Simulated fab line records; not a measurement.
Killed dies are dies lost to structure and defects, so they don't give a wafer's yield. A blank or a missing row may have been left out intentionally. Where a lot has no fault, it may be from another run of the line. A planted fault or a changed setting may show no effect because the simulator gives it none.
Chamber matching | flow n5 finfet | rie diel-06 running N5_BEOL_M0_SAQP_ETCH_83: 4 sister chambers
The step etches SiARC in CF4, target depth 39 nm, time 65 s. 8 wafers are shown with their chamber, then 7 later ones without.

WAFERS PAIRED WITH THEIR CHAMBERS
wafer  | chamber | drypump motor current A (A) | showerhead plenum p Torr (Torr)
L596.1 | 1       | 6.0                         | 2.11
L600.2 | 0       | 6.1                         | 2.16
L600.5 | 3       | 6.8                         | 2.02
L606.2 | 2       | 4.9                         | 2.12
L606.3 | 3       | 6.8                         | 2.01
L606.5 | 0       | 6.1                         | 2.16
L608.1 | 2       | 4.9                         | 2.12
L608.2 | 1       | 5.9                         | 2.11

WAFERS WHOSE CHAMBER IS MISSING
wafer  | drypump motor current A (A) | showerhead plenum p Torr (Torr)
L608.3 | 6.8                         | 2.01
L615.2 | 5.9                         | 2.10
L615.3 | 4.9                         | 2.12
L615.6 | 6.1                         | 2.15
L616.3 | 4.9                         | 2.12
L616.5 | 6.0                         | 2.10
L616.6 | 6.1                         | 2.15

THE CHAMBER EACH PASSED THROUGH
wafer  | from the rows above | in truth
L608.3 | 3                   | 3
L615.2 | 1                   | 1
L615.3 | 2                   | 2
L615.6 | 0                   | 0
L616.3 | 2                   | 2
L616.5 | 1                   | 1
L616.6 | 0                   | 0
7 of 7 placed correctly. Not placeable from these rows: 0. Placed wrongly: 0.
How it was worked out, from the rows above alone: a wafer's distance from a chamber is the root of the sum, over the readings, of the square of ((its reading less the chamber's mean) divided by the reading's scatter). If the next closest chamber is less than 2 further off than the closest, the wafer can't be placed; otherwise it belongs to the closest. The mean given for a chamber averages the wafers shown for that chamber. How the scatter is found: for the shown wafers, subtract from each reading the mean of its chamber, square and add these, divide the total by (wafers less chambers), then take the root.
